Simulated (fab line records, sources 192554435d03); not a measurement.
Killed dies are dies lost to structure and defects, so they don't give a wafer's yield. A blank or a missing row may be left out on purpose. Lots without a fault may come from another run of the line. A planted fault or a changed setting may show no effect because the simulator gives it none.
Which tool did it? | flow n5_finfet | 8 lots, 24 wafers sampled, at 4 steps of a route of 1938

WHAT THE GAUGES READ, wafer by wafer
N5_FIN_CUT_INSPECT_10: inspects for defects (brightfield).
lot  | measured    | on                | raw_defect_count
L839 | day 2 20:37 | defect_inspect-02 | 30 40 38
L840 | day 3 03:22 | defect_inspect-02 | 37 26 21
L846 | day 4 14:31 | defect_inspect-01 | 33 31 36
L847 | day 4 21:08 | defect_inspect-02 | 52 53 36
L849 | day 5 09:40 | defect_inspect-01 | 91 52 39
L855 | day 6 22:46 | defect_inspect-01 | 360 34 34
L857 | day 7 23:11 | defect_inspect-01 | 356 35 23
L859 | day 7 23:26 | defect_inspect-01 | 27 35 30

WHICH TOOL RAN EACH LOT (tool, then ch and the chambers of the sampled wafers, then the start)
lot  | N5_FIN_SAQP_STRIP_55              | N5_FIN_SAQP_SPACER2_ALD_28       | N5_FIN_SAQP_FIN_ETCH_36
L839 | rie_diel-01 ch 0,1, day 2 15:44   | ald_sin-01 ch 0,3, day 2 19:07   | rie_si-04 ch 1,2,3, day 2 19:58
L840 | rie_diel-01 ch 0,1, day 2 21:54   | ald_sin-04 ch 0,2,3, day 3 01:41 | rie_si-01 ch 0,3, day 3 02:36
L846 | rie_diel-06 ch 0,2,3, day 4 10:04 | ald_sin-04 ch 0,2,3, day 4 13:01 | rie_si-01 ch 0,2,3, day 4 13:53
L847 | rie_diel-01 ch 0,1,2, day 4 16:03 | ald_sin-04 ch 1,3, day 4 19:28   | rie_si-01 ch 0,1,2, day 4 20:20
L849 | rie_diel-06 ch 0,3, day 5 04:13   | ald_sin-04 ch 0,1,3, day 5 08:02 | rie_si-02 ch 1,3, day 5 09:01
L855 | rie_diel-04 ch 1,2,3, day 6 16:17 | ald_sin-01 ch 0,1,2, day 6 21:16 | rie_si-01 ch 0,2,3, day 6 22:07
L857 | rie_diel-04 ch 0,1,3, day 7 07:33 | ald_sin-03 ch 1,2,3, day 7 10:22 | rie_si-01 ch 0,2,3, day 7 11:13
L859 | rie_diel-06 ch 0,3, day 7 17:04   | ald_sin-03 ch 1,2,3, day 7 20:02 | rie_si-02 ch 0,2,3, day 7 20:53
- N5_FIN_SAQP_STRIP_55: strips in N2/H2.
- N5_FIN_SAQP_SPACER2_ALD_28: deposits SiO2, target thk 8.1 nm, pulse time 1 s, purge time 2 s.
- N5_FIN_SAQP_FIN_ETCH_36: etches the open film in HBr/Cl2/O2, target depth 120 nm, time 50.4 s.

THE ANSWER, worked out from the rows above alone
Rule: what is usual is taken from the lots themselves. Put in order of their means at a reading, lots are off if they are a third of the lots or fewer, leave a main group of 4 or more, and stand apart from it by a gap of 3 or more times the standard deviation of the main group's means; of several such gaps the widest counts. A main group whose means are all the same, to the digits that the tables above print for the reading, isn't used. A lot without any number at a reading at which 4 lots or more have one is off too. The other lots that the step has rows for count as sound.
Off: L855, L857, at N5_FIN_CUT_INSPECT_10 (raw_defect_count). The main group: mean 39, standard deviation 11.
A tool fits if, at a process step before that reading, it ran every lot that is off, and no sound lot after the first of them. The gauges at N5_FIN_CUT_INSPECT_10 are tried like those tools. Can't be told from this: 2 tools fit, rie_diel-04 at N5_FIN_SAQP_STRIP_55, rie_si-01 at N5_FIN_SAQP_FIN_ETCH_36.

WHAT THE SIMULATOR HAD PUT IN
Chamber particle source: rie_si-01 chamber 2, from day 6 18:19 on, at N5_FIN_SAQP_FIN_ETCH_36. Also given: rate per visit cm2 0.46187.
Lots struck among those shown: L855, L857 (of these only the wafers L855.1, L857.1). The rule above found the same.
